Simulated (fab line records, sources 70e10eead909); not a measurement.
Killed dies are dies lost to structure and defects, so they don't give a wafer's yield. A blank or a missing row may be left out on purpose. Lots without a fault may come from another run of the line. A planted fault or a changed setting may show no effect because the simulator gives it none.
Which tool did it? | flow nand_harc | 15 lots, 45 wafers sampled, at 1 step of a route of 1302

WHAT THE GAUGES READ, wafer by wafer
NHARC_P_CONTACT_INSPECT_14. Usual: raw_defect_count 3.6, standard deviation 2.1.
lot  | measured     | on                | raw_defect_count | flag
L500 | day 6 03:25  | defect_inspect-01 | 2 7 5            |
L501 | day 6 14:47  | defect_inspect-01 | 4 3 4            |
L502 | day 7 03:47  | defect_inspect-02 | 0 4 2            |
L503 | day 7 13:44  | defect_inspect-01 | 7 6 2            |
L504 | day 7 22:50  | defect_inspect-02 | 5 1 6            |
L505 | day 8 14:19  | defect_inspect-02 | 5 2 7            |
L506 | day 8 23:02  | defect_inspect-01 | 2 3 3            |
L507 | day 9 05:21  | defect_inspect-02 | 4 3 5            |
L508 | day 10 05:47 | defect_inspect-02 | 6 5 6            |
L509 | day 10 09:47 | defect_inspect-01 | 1 1 3            |
L515 | day 12 18:09 | defect_inspect-02 | 3 3 5            |
L516 | day 12 23:52 | defect_inspect-01 | 9 1 2            |
L518 | day 14 02:30 | defect_inspect-02 | 1 5 6            |
L519 | day 14 08:15 | defect_inspect-01 | 3 4 4            |
L521 | day 15 01:05 | defect_inspect-01 | 8 2 0            |

WHICH TOOL RAN EACH LOT (tool, then ch and the chambers of the sampled wafers, then the start)
The record holds no process step before these readings.

WHAT THE TOOLS THEMSELVES READ (means of the sampled wafers that have a number; where no wafer has one, the mark that the record gives instead)
The record holds no such reading with a usual standard deviation.

THE ANSWER, worked out from the rows above alone
Rule: a lot is off if the mean of its wafers that have a number lies more than 3 standard deviations from the usual mean. A lot without any number at a reading at which 4 lots or more have one is off too. The other lots that the step has rows for count as sound. The gauges are gone through in route order, then the tools' own readings, and for those a lot's mean is taken as printed above. The first step at which some lot is off is used, and at that step the reading that is off furthest; a lot without a number counts as furthest.
No lot is off at any reading shown: from this, nothing can be told.

WHAT THE SIMULATOR HAD PUT IN
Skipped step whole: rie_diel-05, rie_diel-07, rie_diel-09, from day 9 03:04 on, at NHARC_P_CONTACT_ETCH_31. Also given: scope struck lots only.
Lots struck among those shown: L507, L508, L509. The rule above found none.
